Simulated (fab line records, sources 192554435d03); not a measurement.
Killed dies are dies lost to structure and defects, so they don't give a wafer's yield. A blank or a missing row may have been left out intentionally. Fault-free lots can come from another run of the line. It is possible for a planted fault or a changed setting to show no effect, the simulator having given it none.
Chamber matching :: flow n5 finfet :: ald hk-03 running N5_HKMG_FIN_HK_ALD_01: 4 sister chambers
The step deposits HfO2, target thk 1.6 nm, pulse time 3 s, purge time 3 s. 8 wafers are shown with their chamber, then 9 later ones without.

## WAFERS, EACH WITH ITS CHAMBER
wafer: L087.4
chamber: 1
precursor pulse height rel: 1.013

wafer: L087.6
chamber: 1
precursor pulse height rel: 1.003

wafer: L089.1
chamber: 3
precursor pulse height rel: 1.010

wafer: L089.3
chamber: 0
precursor pulse height rel: 0.993

wafer: L089.4
chamber: 2
precursor pulse height rel: 1.007

wafer: L090.1
chamber: 0
precursor pulse height rel: 1.021

wafer: L090.4
chamber: 2
precursor pulse height rel: 1.030

wafer: L090.6
chamber: 3
precursor pulse height rel: 1.008

## WAFERS WITHOUT THEIR CHAMBER
wafer: L091.2
precursor pulse height rel: 0.993

wafer: L091.3
precursor pulse height rel: 0.979

wafer: L091.5
precursor pulse height rel: 1.032

wafer: L094.1
precursor pulse height rel: 1.021

wafer: L094.4
precursor pulse height rel: 1.006

wafer: L094.6
precursor pulse height rel: 0.984

wafer: L095.1
precursor pulse height rel: 0.960

wafer: L095.3
precursor pulse height rel: 1.015

wafer: L095.4
precursor pulse height rel: 0.981

## WHICH CHAMBER EACH WENT THROUGH
wafer: L091.2
from the rows above: can't be placed: 0 or 1 or 3 or 2
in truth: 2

wafer: L091.3
from the rows above: can't be placed: 0 or 1 or 3 or 2
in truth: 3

wafer: L091.5
from the rows above: can't be placed: 2 or 3 or 1 or 0
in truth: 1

wafer: L094.1
from the rows above: can't be placed: 2 or 3 or 1 or 0
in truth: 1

wafer: L094.4
from the rows above: can't be placed: 0 or 1 or 3 or 2
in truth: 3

wafer: L094.6
from the rows above: can't be placed: 0 or 1 or 3 or 2
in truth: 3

wafer: L095.1
from the rows above: can't be placed: 0 or 1 or 3 or 2
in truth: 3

wafer: L095.3
from the rows above: can't be placed: 2 or 3 or 1 or 0
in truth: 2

wafer: L095.4
from the rows above: can't be placed: 0 or 1 or 3 or 2
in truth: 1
Correctly placed: 0 of 9. Unplaceable from these rows: 9, with the true chamber sitting among the candidates in 9. 0 placed wrongly.
How it was worked out, from the rows above alone: a wafer's distance from a chamber is the root of the sum, over the readings, of the square of ((its reading less the chamber's mean) divided by the reading's scatter). If the next closest chamber is less than 2 further off than the closest, the wafer can't be placed; otherwise it belongs to the closest. A chamber's mean is the mean of its shown wafers. How the scatter is found: for the shown wafers, subtract from each reading the mean of its chamber, square and add these, divide the total by (wafers less chambers), then take the root.
